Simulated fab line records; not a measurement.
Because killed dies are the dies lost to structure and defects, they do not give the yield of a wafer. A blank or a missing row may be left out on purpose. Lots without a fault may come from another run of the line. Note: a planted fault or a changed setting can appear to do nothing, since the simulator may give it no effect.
One fault seen from 2 desks	flow nand-harc	numbers are kept per desk, each desk with only its own; the story behind them comes last

## FOR THE TOOL OWNER'S DESK: ald-hk-01
The tool's own readings at NHARC_A_WL_FILL_ALD_00 (deposits Al2O3, target thk 3 nm, pulse time 3 s, ald cycles 30): means of the sampled wafers that have a number, for each lot that ran on this tool. Marked OUT: a lot whose mean sits more than 4 standard deviations from the usual mean, which makes it out of limits; the brackets give that distance.
Columns: A = heater-power-w at NHARC_A_WL_FILL_ALD_00, usual 452 W; B = precursor-pulse-height-rel at NHARC_A_WL_FILL_ALD_00, usual 0.998
lot	first seen here	A	B
L655	day 21 05:59	434	0.997
L656	day 21 06:08	461	0.999
L657	day 22 01:37	421	0.997
L658	day 23 00:10	468	0.988
L660	day 23 13:23	464	0.997
L667	day 26 07:51	461	1.004
L670	day 27 14:55	450	1.020
L675	day 29 14:08	424	1.014
Finding of this desk: none of the 8 lots has anything out of limits.

## THE METROLOGY DESK
What the gauges read for every lot (on any tool): the sampled wafers with a number, averaged. Marked OUT: a lot whose mean sits more than 4 standard deviations from the usual mean, which makes it out of limits; the brackets give that distance.
Columns: A = cd-nm at NHARC_A_SLIT_CD_MEAS_09, usual 300.1 nm; B = overlay-x-nm at NHARC_A_SLIT_OVL_MEAS_10, usual -0.2 nm; C = overlay-y-nm at NHARC_A_SLIT_OVL_MEAS_10, usual -0.2 nm
lot	first seen here	A	B	C
L654	day 20 05:13	300.8	-0.3	0.3
L655	day 20 14:23	299.4	-0.3	-0.5
L656	day 20 17:20	300.7	-0.2	-0.0
L657	day 21 12:19	300.1	-0.8	0.0
L658	day 22 10:55	299.4	-0.5	1.5
L660	day 23 00:09	300.8	-1.4	-0.6
L667	day 25 18:34	299.6	0.7	-0.2
L668	day 25 19:20	299.9	-2.4	-0.8
L670	day 27 01:13	300.3	0.3	0.1
L669	day 27 01:47	299.7	0.0	-0.2
L672	day 27 22:57	300.6	-0.8	0.6
L675	day 29 00:25	299.7	-0.6	-0.6
L674	day 29 01:50	300.2	0.3	0.1
L676	day 29 09:25	300.2	0.3	0.7
Finding of this desk: none of the 14 lots has anything out of limits.

## BROUGHT TOGETHER
Nothing out of limits was seen by the tool owner's desk.
At the metrology desk, nothing out of limits was observed.

## WHAT THE SIMULATOR PUT IN
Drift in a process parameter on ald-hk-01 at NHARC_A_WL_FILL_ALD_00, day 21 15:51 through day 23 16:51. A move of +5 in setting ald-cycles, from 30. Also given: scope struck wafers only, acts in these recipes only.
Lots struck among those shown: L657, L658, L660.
